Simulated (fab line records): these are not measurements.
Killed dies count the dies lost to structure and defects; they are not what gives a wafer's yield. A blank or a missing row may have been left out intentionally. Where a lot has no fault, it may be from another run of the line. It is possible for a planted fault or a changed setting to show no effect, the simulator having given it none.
Comparing a struck lot with a sound one    flow n5 finfet    16 out of 1938 route steps
Sound: the wafers L567.1, L567.2, L567.5. Wafers struck: L554.4, L554.5, L554.6. The cause is given at the end.
Each step with rows lists, per side, the tool, then ch with its chambers, then its first start. Under that, the readings that differ: sound wafers    struck wafers    difference of the means    sigmas: that difference in standard deviations of wafers without a fault.
alike: readings with means less than 2 such deviations apart, plus words and numbers identical on both sides. not compared: withheld readings, readings lacking a value on some wafer, bounds such as >300 that could conceal the same value, and numbers that have no deviation in the record and whose values overlap.
A row with sigmas, a row that says differs or no value, or rows on one side alone: a step with any of these is where the two part. Numbers that have no deviation but don't overlap get no sigmas and don't part them. A reading missing from all wafers of one side parts the sides only when that side holds two or more wafers.

N5_BEOL_M1_DESCUM_16: chemistry O2, time 7 s.
  sound on rie diel-03 ch 0,2, day 10 13:38; struck on rie diel-02 ch 0,3, day 7 13:43
reading                sound           struck          difference  sigmas
oes product au (a.u.)  0.74 0.74 0.74  0.96 0.86 0.96  +0.19       +3
  alike: drypump motor current A, rf vpp V, showerhead plenum p Torr, throttle valve pct
  not compared: rf hours counter h
then, 1 step without rows for these wafers: N5_BEOL_M1_ETCH_74 (etches underlayer in N2/H2, target depth 6.5 nm, time 5.2 s).
N5_BEOL_M1_ETCH_63: etches SiARC in CF4, target depth 15.6 nm, time 26 s.
  sound on rie diel-03 ch 0,2, day 10 13:41; struck on rie diel-02 ch 0,3, day 7 13:46
reading                sound           struck          difference  sigmas
oes product au (a.u.)  0.63 0.64 0.64  0.82 0.75 0.82  +0.16       +3
  alike: drypump motor current A, etch rf on time s, rf vpp V, showerhead plenum p Torr, throttle valve pct
  not compared: rf hours counter h
N5_BEOL_M1_ETCH_64: etches SOC in N2/H2, target depth 75 nm, overetch 15 nm, time 112.5 s.
  sound on rie diel-03 ch 0,2, day 10 13:43; struck on rie diel-02 ch 0,3, day 7 13:47
reading                sound           struck          difference  sigmas
oes product au (a.u.)  0.58 0.59 0.59  0.75 0.68 0.76  +0.14       +3
  alike: drypump motor current A, rf vpp V, showerhead plenum p Torr, throttle valve pct
  not compared: rf hours counter h
then, 2 steps without rows for these wafers: N5_BEOL_M1_STRIP_65 (strips in N2/H2); N5_BEOL_M1_STRIP_75 (strips in N2/H2).
N5_BEOL_M1_STRIP_66: strips in CF4.
  sound on rie diel-03 ch 0,2, day 10 13:50; struck on rie diel-02 ch 0,3, day 7 13:55
reading                sound           struck          difference  sigmas
oes product au (a.u.)  0.72 0.73 0.74  0.95 0.85 0.94  +0.18       +3
  alike: drypump motor current A, rf vpp V, showerhead plenum p Torr, throttle valve pct
  not compared: rf hours counter h
then, 1 step without rows for these wafers: N5_BEOL_M1_HM_OPEN_17 (chemistry Cl2/BCl3, target TiN, target depth 20 nm, overetch 6 nm).
N5_BEOL_M1_STRIP_19: strips in O2.
  sound on rie diel-02 ch 1,2, day 10 13:59; struck on rie diel-02 ch 0,1,3, day 7 14:04
  alike: drypump motor current A, oes product au, rf vpp V, showerhead plenum p Torr, throttle valve pct
  not compared: rf hours counter h
N5_BEOL_M1_CD_MEAS_18: pitch 36 nm, target cd 18 nm.
  struck on cd sem-02, day 7 14:08; sound on cd sem-03, day 10 14:04
reading     sound           struck          difference  sigmas
cd nm (nm)  17.8 18.5 18.8  17.2 17.3 17.5  -1.0        -3
then, 2 steps without rows for these wafers: N5_BEOL_M1_COAT_67 (time 60 s, resist thk 60 nm); N5_BEOL_M1_COAT_68 (time 60 s, resist thk 12 nm).
N5_BEOL_M1_COAT_76: time 60 s, resist thk 5 nm.
  sound on litho track-02 ch 0, day 10 14:06; struck on litho track-03 ch 0, day 7 14:11
reading                   sound                 struck                difference  sigmas
heater power total W (W)  390.4 393.4 392.6     422.4 422.6 418.0     +28.9       +22
plate temp C (C)          204.92 205.18 205.16  217.29 217.23 217.45  +12.24      +72
then, 1 step without rows for these wafers: N5_BEOL_M1_COAT_22 (resist thk 30 nm).
N5_BEOL_M4_RC_MEAS_101:
  sound on prober-01 ch 0, day 12 22:38; struck on prober-01 ch 0, day 9 07:01
reading        sound        struck       difference  sigmas
ION_N (uA/um)  666 676 688  640 651 662  -26         -2
ION_P (uA/um)  458 460 463  438 443 448  -17         -2
  alike: DIBL_N, DIBL_P, IOFF_N, IOFF_P, SS_N, SS_P, VT_N, VT_P
then, 1 step without rows for these wafers: N5_PASSIVATION_PROBE_49.

WHERE THEY PART
At N5_BEOL_M1_DESCUM_16 first; at N5_BEOL_M4_RC_MEAS_101 last (within this record only).

WHY: what had been put in by the simulator
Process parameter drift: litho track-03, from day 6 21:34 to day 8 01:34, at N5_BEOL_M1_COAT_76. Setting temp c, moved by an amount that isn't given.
